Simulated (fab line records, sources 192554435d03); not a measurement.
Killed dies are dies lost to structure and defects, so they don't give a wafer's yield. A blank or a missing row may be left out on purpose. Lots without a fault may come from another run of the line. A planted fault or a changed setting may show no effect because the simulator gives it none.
One fault seen from 2 desks | flow n5_finfet | each desk has only its own numbers; what lay behind them comes last

THE TOOL OWNER'S DESK: litho_track-04
The tool's own readings at N5_MOL_CONTACT_COAG_COAT_58 (time 60 s, resist thk 10 nm): means of the sampled wafers that have a number, for each lot that ran on this tool. A lot is out of limits, marked OUT, if its mean lies more than 4 standard deviations from the usual mean; the brackets give that distance.
Columns: A = heater_power_total_W at N5_MOL_CONTACT_COAG_COAT_58, usual 391.7 W; B = plate_temp_C at N5_MOL_CONTACT_COAG_COAT_58, usual 204.97 C
lot  | first seen here | A               | B
L566 | day 4 17:20     | 391.3           | 205.01
L572 | day 6 03:22     | 359.2 (-25) OUT | 191.11 (-87) OUT
L578 | day 7 16:45     | 359.4 (-25) OUT | 190.89 (-88) OUT
This desk's finding: out of limits on L572, L578; first on L572, day 6 03:22 (heater_power_total_W at N5_MOL_CONTACT_COAG_COAT_58). In limits: L566.

THE METROLOGY DESK
What the gauges read, lot by lot, whatever tool the lot ran on: means of the sampled wafers that have a number. A lot is out of limits, marked OUT, if its mean lies more than 4 standard deviations from the usual mean; the brackets give that distance. Of its 10 readings 7 are shown: those that lie furthest out on some lot.
Columns: A = IOFF_N at N5_BEOL_M4_RC_MEAS_101, usual 0.16 nA/um; B = IOFF_P at N5_BEOL_M4_RC_MEAS_101, usual 0.21 nA/um; C = ION_P at N5_BEOL_M4_RC_MEAS_101, usual 461 uA/um; D = SS_N at N5_BEOL_M4_RC_MEAS_101, usual 71.4 mV/dec; E = SS_P at N5_BEOL_M4_RC_MEAS_101, usual 73.2 mV/dec; F = VT_N at N5_BEOL_M4_RC_MEAS_101, usual 250 mV; G = VT_P at N5_BEOL_M4_RC_MEAS_101, usual -251 mV
lot  | first seen here | A    | B    | C   | D    | E    | F   | G
L566 | day 9 13:10     | 0.16 | 0.20 | 461 | 71.7 | 73.4 | 247 | -252
L572 | day 10 19:14    | 0.12 | 0.17 | 460 | 70.7 | 72.2 | 253 | -252
L573 | day 10 19:51    | 0.18 | 0.24 | 467 | 70.9 | 73.6 | 245 | -248
L578 | day 12 07:17    | 0.16 | 0.20 | 461 | 71.3 | 73.4 | 250 | -252
This desk's finding: nothing out of limits on any of the 4 lots.

PUT TOGETHER
The tool owner's desk could have raised an alarm at day 6 03:22, on L572, L578.
The metrology desk saw nothing out of limits.
The metrology desk has L572, L578 on record, within its limits.
Of the lots named, all ran N5_MOL_CONTACT_COAG_COAT_58 on litho_track-04.

WHAT THE SIMULATOR HAD PUT IN
Process parameter drift: litho_track-04, from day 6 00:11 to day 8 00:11, at N5_MOL_CONTACT_COAG_COAT_58. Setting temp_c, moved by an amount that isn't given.
Lots struck among those shown: L572, L578.
Hours from the fault's start to each desk's first reading out of limits: the tool owner's desk, 3.
